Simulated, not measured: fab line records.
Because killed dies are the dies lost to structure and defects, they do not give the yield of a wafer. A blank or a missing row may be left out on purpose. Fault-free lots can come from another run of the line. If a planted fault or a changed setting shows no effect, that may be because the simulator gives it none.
Matching of chambers / flow nand-harc / NHARC_A_STAIRCASE_ETCH_292 on rie-diel-11 has 4 sister chambers
The step etches the open film in CF4/CHF3. 22 wafers are shown with their chamber, then 11 later ones without.

== WAFERS WITH THEIR CHAMBER ==
wafer=L074.1; chamber=1; showerhead-plenum-p-Torr (Torr)=1.58; drypump-motor-current-A (A)=5.7; rf-vpp-V (V)=371.5
wafer=L074.3; chamber=2; showerhead-plenum-p-Torr (Torr)=1.61; drypump-motor-current-A (A)=5.5; rf-vpp-V (V)=372.2
wafer=L074.4; chamber=3; showerhead-plenum-p-Torr (Torr)=1.48; drypump-motor-current-A (A)=6.1; rf-vpp-V (V)=365.7
wafer=L075.1; chamber=1; showerhead-plenum-p-Torr (Torr)=1.58; drypump-motor-current-A (A)=5.7; rf-vpp-V (V)=370.6
wafer=L075.3; chamber=0; showerhead-plenum-p-Torr (Torr)=1.52; drypump-motor-current-A (A)=6.5; rf-vpp-V (V)=368.9
wafer=L075.5; chamber=3; showerhead-plenum-p-Torr (Torr)=1.48; drypump-motor-current-A (A)=6.1; rf-vpp-V (V)=367.0
wafer=L079.1; chamber=2; showerhead-plenum-p-Torr (Torr)=1.60; drypump-motor-current-A (A)=5.5; rf-vpp-V (V)=372.6
wafer=L079.4; chamber=0; showerhead-plenum-p-Torr (Torr)=1.52; drypump-motor-current-A (A)=6.5; rf-vpp-V (V)=369.2
wafer=L079.6; chamber=2; showerhead-plenum-p-Torr (Torr)=1.60; drypump-motor-current-A (A)=5.6; rf-vpp-V (V)=371.3
wafer=L083.1; chamber=0; showerhead-plenum-p-Torr (Torr)=1.52; drypump-motor-current-A (A)=6.5; rf-vpp-V (V)=368.9
wafer=L083.2; chamber=1; showerhead-plenum-p-Torr (Torr)=1.58; drypump-motor-current-A (A)=5.7; rf-vpp-V (V)=370.5
wafer=L083.4; chamber=2; showerhead-plenum-p-Torr (Torr)=1.60; drypump-motor-current-A (A)=5.6; rf-vpp-V (V)=372.5
wafer=L083.3; chamber=3; showerhead-plenum-p-Torr (Torr)=1.48; drypump-motor-current-A (A)=6.1; rf-vpp-V (V)=366.2
wafer=L083.5; chamber=2; showerhead-plenum-p-Torr (Torr)=1.60; drypump-motor-current-A (A)=5.6; rf-vpp-V (V)=372.6
wafer=L083.6; chamber=1; showerhead-plenum-p-Torr (Torr)=1.58; drypump-motor-current-A (A)=5.6; rf-vpp-V (V)=371.3
wafer=L086.1; chamber=3; showerhead-plenum-p-Torr (Torr)=1.47; drypump-motor-current-A (A)=6.1; rf-vpp-V (V)=367.5
wafer=L086.4; chamber=2; showerhead-plenum-p-Torr (Torr)=1.60; drypump-motor-current-A (A)=5.6; rf-vpp-V (V)=372.7
wafer=L086.5; chamber=1; showerhead-plenum-p-Torr (Torr)=1.58; drypump-motor-current-A (A)=5.7; rf-vpp-V (V)=369.9
wafer=L087.2; chamber=2; showerhead-plenum-p-Torr (Torr)=1.59; drypump-motor-current-A (A)=5.6; rf-vpp-V (V)=372.0
wafer=L087.3; chamber=3; showerhead-plenum-p-Torr (Torr)=1.47; drypump-motor-current-A (A)=6.1; rf-vpp-V (V)=368.4
wafer=L087.5; chamber=2; showerhead-plenum-p-Torr (Torr)=1.59; drypump-motor-current-A (A)=5.6; rf-vpp-V (V)=372.0
wafer=L088.1; chamber=3; showerhead-plenum-p-Torr (Torr)=1.47; drypump-motor-current-A (A)=6.1; rf-vpp-V (V)=367.9

SIGNATURES (means of the wafers above)
reading=showerhead-plenum-p-Torr; chamber 0=1.5200; chamber 1=1.5800; chamber 2=1.5988; chamber 3=1.4750; scatter within a chamber=0.00493
reading=drypump-motor-current-A; chamber 0=6.500; chamber 1=5.680; chamber 2=5.575; chamber 3=6.100; scatter within a chamber=0.0357
reading=rf-vpp-V; chamber 0=369.000; chamber 1=370.760; chamber 2=372.238; chamber 3=367.117; scatter within a chamber=0.689
Rule: a wafer's distance from a chamber is the root of the sum, over the readings, of the square of ((its reading less the chamber's mean) divided by the reading's scatter). If the next closest chamber is less than 2 further off than the closest, the wafer can't be placed; otherwise it belongs to the closest. How the scatter is found: for the shown wafers, subtract from each reading the mean of its chamber, square and add these, divide the total by (wafers less chambers), then take the root.

== WAFERS WHOSE CHAMBER IS MISSING ==
wafer=L088.3; showerhead-plenum-p-Torr (Torr)=1.57; drypump-motor-current-A (A)=5.7; rf-vpp-V (V)=370.7
wafer=L088.4; showerhead-plenum-p-Torr (Torr)=1.59; drypump-motor-current-A (A)=5.5; rf-vpp-V (V)=369.9
wafer=L091.1; showerhead-plenum-p-Torr (Torr)=1.57; drypump-motor-current-A (A)=5.7; rf-vpp-V (V)=369.7
wafer=L091.3; showerhead-plenum-p-Torr (Torr)=1.59; drypump-motor-current-A (A)=5.5; rf-vpp-V (V)=370.0
wafer=L091.4; showerhead-plenum-p-Torr (Torr)=1.47; drypump-motor-current-A (A)=6.1; rf-vpp-V (V)=367.0
wafer=L091.2; showerhead-plenum-p-Torr (Torr)=1.51; drypump-motor-current-A (A)=6.5; rf-vpp-V (V)=369.8
wafer=L091.5; showerhead-plenum-p-Torr (Torr)=1.51; drypump-motor-current-A (A)=6.5; rf-vpp-V (V)=367.2
wafer=L091.6; showerhead-plenum-p-Torr (Torr)=1.47; drypump-motor-current-A (A)=6.1; rf-vpp-V (V)=365.8
wafer=L092.1; showerhead-plenum-p-Torr (Torr)=1.47; drypump-motor-current-A (A)=6.1; rf-vpp-V (V)=366.4
wafer=L092.4; showerhead-plenum-p-Torr (Torr)=1.59; drypump-motor-current-A (A)=5.5; rf-vpp-V (V)=370.2
wafer=L092.6; showerhead-plenum-p-Torr (Torr)=1.51; drypump-motor-current-A (A)=6.5; rf-vpp-V (V)=368.0

== EACH ONE'S CHAMBER ==
wafer=L088.3; from the rows above=1; in truth=1
wafer=L088.4; from the rows above=can't be placed: 2 or 1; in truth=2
wafer=L091.1; from the rows above=1; in truth=1
wafer=L091.3; from the rows above=can't be placed: 2 or 1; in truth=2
wafer=L091.4; from the rows above=3; in truth=3
wafer=L091.2; from the rows above=0; in truth=0
wafer=L091.5; from the rows above=0; in truth=0
wafer=L091.6; from the rows above=3; in truth=3
wafer=L092.1; from the rows above=3; in truth=3
wafer=L092.4; from the rows above=can't be placed: 2 or 1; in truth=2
wafer=L092.6; from the rows above=0; in truth=0
Placed correctly: 8 of 11. These rows do not allow placing 3 (true chamber among the candidates in 3). 0 placed wrongly.
